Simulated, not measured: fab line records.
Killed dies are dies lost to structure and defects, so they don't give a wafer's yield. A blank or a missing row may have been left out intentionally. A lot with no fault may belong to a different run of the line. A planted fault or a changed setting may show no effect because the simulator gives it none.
Chamber matching / flow n5-finfet / rie-diel-01 running N5_BEOL_M11_VIA_ETCH_34: 4 sister chambers
The step etches SiCOH lowk in C4F6/O2, target depth 184.5 nm, time 69.2 s. 22 wafers are shown with their chamber, then 11 later ones without.

== EACH WAFER AND ITS CHAMBER ==
wafer=L074.4; chamber=3; showerhead-plenum-p-Torr (Torr)=2.71; drypump-motor-current-A (A)=5.5; rf-vpp-V (V)=664
wafer=L074.5; chamber=0; showerhead-plenum-p-Torr (Torr)=2.85; drypump-motor-current-A (A)=5.3; rf-vpp-V (V)=665
wafer=L074.6; chamber=1; showerhead-plenum-p-Torr (Torr)=2.91; drypump-motor-current-A (A)=5.5; rf-vpp-V (V)=660
wafer=L075.2; chamber=2; showerhead-plenum-p-Torr (Torr)=2.86; drypump-motor-current-A (A)=6.1; rf-vpp-V (V)=672
wafer=L075.3; chamber=3; showerhead-plenum-p-Torr (Torr)=2.71; drypump-motor-current-A (A)=5.4; rf-vpp-V (V)=664
wafer=L075.5; chamber=2; showerhead-plenum-p-Torr (Torr)=2.86; drypump-motor-current-A (A)=6.1; rf-vpp-V (V)=671
wafer=L077.1; chamber=2; showerhead-plenum-p-Torr (Torr)=2.86; drypump-motor-current-A (A)=6.1; rf-vpp-V (V)=671
wafer=L077.2; chamber=1; showerhead-plenum-p-Torr (Torr)=2.91; drypump-motor-current-A (A)=5.5; rf-vpp-V (V)=660
wafer=L077.6; chamber=0; showerhead-plenum-p-Torr (Torr)=2.85; drypump-motor-current-A (A)=5.2; rf-vpp-V (V)=667
wafer=L078.1; chamber=0; showerhead-plenum-p-Torr (Torr)=2.85; drypump-motor-current-A (A)=5.3; rf-vpp-V (V)=665
wafer=L078.3; chamber=3; showerhead-plenum-p-Torr (Torr)=2.71; drypump-motor-current-A (A)=5.5; rf-vpp-V (V)=663
wafer=L078.6; chamber=2; showerhead-plenum-p-Torr (Torr)=2.86; drypump-motor-current-A (A)=6.1; rf-vpp-V (V)=669
wafer=L083.3; chamber=1; showerhead-plenum-p-Torr (Torr)=2.90; drypump-motor-current-A (A)=5.6; rf-vpp-V (V)=660
wafer=L083.4; chamber=2; showerhead-plenum-p-Torr (Torr)=2.86; drypump-motor-current-A (A)=6.1; rf-vpp-V (V)=672
wafer=L083.5; chamber=3; showerhead-plenum-p-Torr (Torr)=2.70; drypump-motor-current-A (A)=5.4; rf-vpp-V (V)=664
wafer=L082.1; chamber=3; showerhead-plenum-p-Torr (Torr)=2.70; drypump-motor-current-A (A)=5.5; rf-vpp-V (V)=664
wafer=L082.4; chamber=3; showerhead-plenum-p-Torr (Torr)=2.70; drypump-motor-current-A (A)=5.4; rf-vpp-V (V)=663
wafer=L082.5; chamber=0; showerhead-plenum-p-Torr (Torr)=2.85; drypump-motor-current-A (A)=5.3; rf-vpp-V (V)=666
wafer=L086.1; chamber=2; showerhead-plenum-p-Torr (Torr)=2.85; drypump-motor-current-A (A)=6.1; rf-vpp-V (V)=671
wafer=L086.2; chamber=3; showerhead-plenum-p-Torr (Torr)=2.70; drypump-motor-current-A (A)=5.5; rf-vpp-V (V)=662
wafer=L086.5; chamber=3; showerhead-plenum-p-Torr (Torr)=2.70; drypump-motor-current-A (A)=5.5; rf-vpp-V (V)=663
wafer=L088.1; chamber=1; showerhead-plenum-p-Torr (Torr)=2.90; drypump-motor-current-A (A)=5.6; rf-vpp-V (V)=659

SIGNATURES (averages over the wafers above)
reading=showerhead-plenum-p-Torr; chamber 0=2.8500; chamber 1=2.9050; chamber 2=2.8583; chamber 3=2.7038; scatter within a chamber=0.00454
reading=drypump-motor-current-A; chamber 0=5.275; chamber 1=5.550; chamber 2=6.100; chamber 3=5.463; scatter within a chamber=0.0449
reading=rf-vpp-V; chamber 0=665.75; chamber 1=659.75; chamber 2=671.00; chamber 3=663.38; scatter within a chamber=0.862
Rule: distance of a wafer from a chamber = root of the sum over the readings of ((wafer's reading minus chamber's mean) / reading's scatter) squared. If the next closest chamber is less than 2 further off than the closest, the wafer can't be placed; otherwise it belongs to the closest. The scatter: take each reading less its chamber's mean, square it, sum over the shown wafers, divide by the number of wafers less the number of chambers, and take the root.

== WAFERS WITH NO CHAMBER GIVEN ==
wafer=L088.2; showerhead-plenum-p-Torr (Torr)=2.70; drypump-motor-current-A (A)=5.5; rf-vpp-V (V)=663
wafer=L088.6; showerhead-plenum-p-Torr (Torr)=2.90; drypump-motor-current-A (A)=5.5; rf-vpp-V (V)=661
wafer=L091.1; showerhead-plenum-p-Torr (Torr)=2.84; drypump-motor-current-A (A)=5.3; rf-vpp-V (V)=665
wafer=L091.2; showerhead-plenum-p-Torr (Torr)=2.89; drypump-motor-current-A (A)=5.5; rf-vpp-V (V)=659
wafer=L091.3; showerhead-plenum-p-Torr (Torr)=2.85; drypump-motor-current-A (A)=6.1; rf-vpp-V (V)=671
wafer=L093.2; showerhead-plenum-p-Torr (Torr)=2.85; drypump-motor-current-A (A)=6.1; rf-vpp-V (V)=671
wafer=L093.3; showerhead-plenum-p-Torr (Torr)=2.84; drypump-motor-current-A (A)=5.3; rf-vpp-V (V)=665
wafer=L093.4; showerhead-plenum-p-Torr (Torr)=2.85; drypump-motor-current-A (A)=6.1; rf-vpp-V (V)=670
wafer=L095.1; showerhead-plenum-p-Torr (Torr)=2.83; drypump-motor-current-A (A)=5.2; rf-vpp-V (V)=667
wafer=L095.4; showerhead-plenum-p-Torr (Torr)=2.84; drypump-motor-current-A (A)=5.2; rf-vpp-V (V)=666
wafer=L095.5; showerhead-plenum-p-Torr (Torr)=2.85; drypump-motor-current-A (A)=6.1; rf-vpp-V (V)=671

== WHICH CHAMBER EACH WENT THROUGH ==
wafer=L088.2; from the rows above=3; in truth=3
wafer=L088.6; from the rows above=1; in truth=1
wafer=L091.1; from the rows above=0; in truth=0
wafer=L091.2; from the rows above=1; in truth=1
wafer=L091.3; from the rows above=2; in truth=2
wafer=L093.2; from the rows above=2; in truth=2
wafer=L093.3; from the rows above=0; in truth=0
wafer=L093.4; from the rows above=2; in truth=2
wafer=L095.1; from the rows above=0; in truth=0
wafer=L095.4; from the rows above=0; in truth=0
wafer=L095.5; from the rows above=2; in truth=2
Correctly placed: 11 of 11. From these rows, 0 cannot be placed. 0 placed wrongly.
